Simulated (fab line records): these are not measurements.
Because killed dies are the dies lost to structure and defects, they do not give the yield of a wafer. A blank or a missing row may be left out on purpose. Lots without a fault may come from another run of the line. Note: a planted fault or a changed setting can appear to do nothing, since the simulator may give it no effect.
The tool behind it: which one? + flow nand-harc + 18 wafers from 6 lots sampled at 5 of the route's 1302 steps

WHAT EACH GAUGE READ, for each wafer
NHARC_END_SORT_01.
| lot  | measured     | on        | killed-at-array |
|------|--------------|-----------|-----------------|
| L974 | day 27 12:47 | prober-01 | 51              |

TOOL THAT RAN EACH LOT (tool first, then ch and the chambers of the sampled wafers, then the start)
| lot  | NHARC_A_CHANNEL_FILL_D1_ALD_14   | NHARC_A_CHANNEL_FILL_D1_STRIP_29              | NHARC_A_DECK1_JOINT_CMP_13    | NHARC_A_DECK1_JOINT_ETCHBACK_00  |
|------|----------------------------------|-----------------------------------------------|-------------------------------|----------------------------------|
| L966 | ald-hk-01 ch 0,1, day 9 05:35    | rie-diel-10 ch 1,3, day 10 16:27              | cmp-04 ch 0,1, day 11 09:04   | rie-si-03 ch 0,2,3, day 11 09:26 |
| L974 | ald-hk-03 ch 0,3, day 12 12:23   | rie-diel-05 ch 1,3, day 13 23:04              | cmp-01 ch 0,1,2, day 14 15:52 | rie-si-05 ch 2,3, day 14 16:12   |
| L981 | ald-hk-02 ch 0,2, day 15 06:40   | rie-diel-05 ch 0,1, day 16 17:25              | cmp-01 ch 0,1,2, day 17 09:53 | rie-si-03 ch 0,2,3, day 17 10:16 |
| L984 | ald-hk-02 ch 0,1,2, day 16 06:31 | rie-diel-10 ch 1,3, day 18 10:12 or earlier   | cmp-03 ch 1,2,3, day 18 10:12 | rie-si-05 ch 0,3, day 18 10:34   |
| L986 | ald-hk-01 ch 0,1, day 17 14:59   | rie-diel-10 ch 0,1,3, day 19 18:23 or earlier | cmp-01 ch 1,2,3, day 19 18:23 | rie-si-03 ch 1,2, day 19 18:44   |
| L988 | ald-hk-01 ch 0,2,3, day 18 22:41 | rie-diel-05 ch 1,3, day 20 11:46              | cmp-03 ch 0,1, day 21 03:23   | rie-si-06 ch 0,1,2, day 21 03:48 |
- NHARC_A_CHANNEL_FILL_D1_ALD_14: deposits SiO2, target thk 2.5 nm, pulse time 10 s, ald cycles 25.
- NHARC_A_CHANNEL_FILL_D1_STRIP_29: strips in O2, time 20 s.
- NHARC_A_DECK1_JOINT_CMP_13: polishes, target thk 51.023 nm.
- NHARC_A_DECK1_JOINT_ETCHBACK_00: etches the open film in HBr, target depth 30 nm, time 17.4 s.

THE ANSWER, worked out from the rows above alone
Rule: what is usual is taken from the lots themselves. The widest of any qualifying gaps counts: lots, ordered by their means at a reading, are off when they make up no more than a third of the lots, leave a main group of 4 or more, and stand apart from it by 3 or more times the standard deviation of that group's means. Not used: any main group whose means are identical at the precision the tables above print for the reading. Also off: a lot with no number at a reading for which 4 or more lots have one. Where the step has rows for the other lots, those lots are counted as sound.
No lot is off on any of the readings shown, so nothing can be concluded from this.

WHAT HAD BEEN PUT IN BY THE SIMULATOR
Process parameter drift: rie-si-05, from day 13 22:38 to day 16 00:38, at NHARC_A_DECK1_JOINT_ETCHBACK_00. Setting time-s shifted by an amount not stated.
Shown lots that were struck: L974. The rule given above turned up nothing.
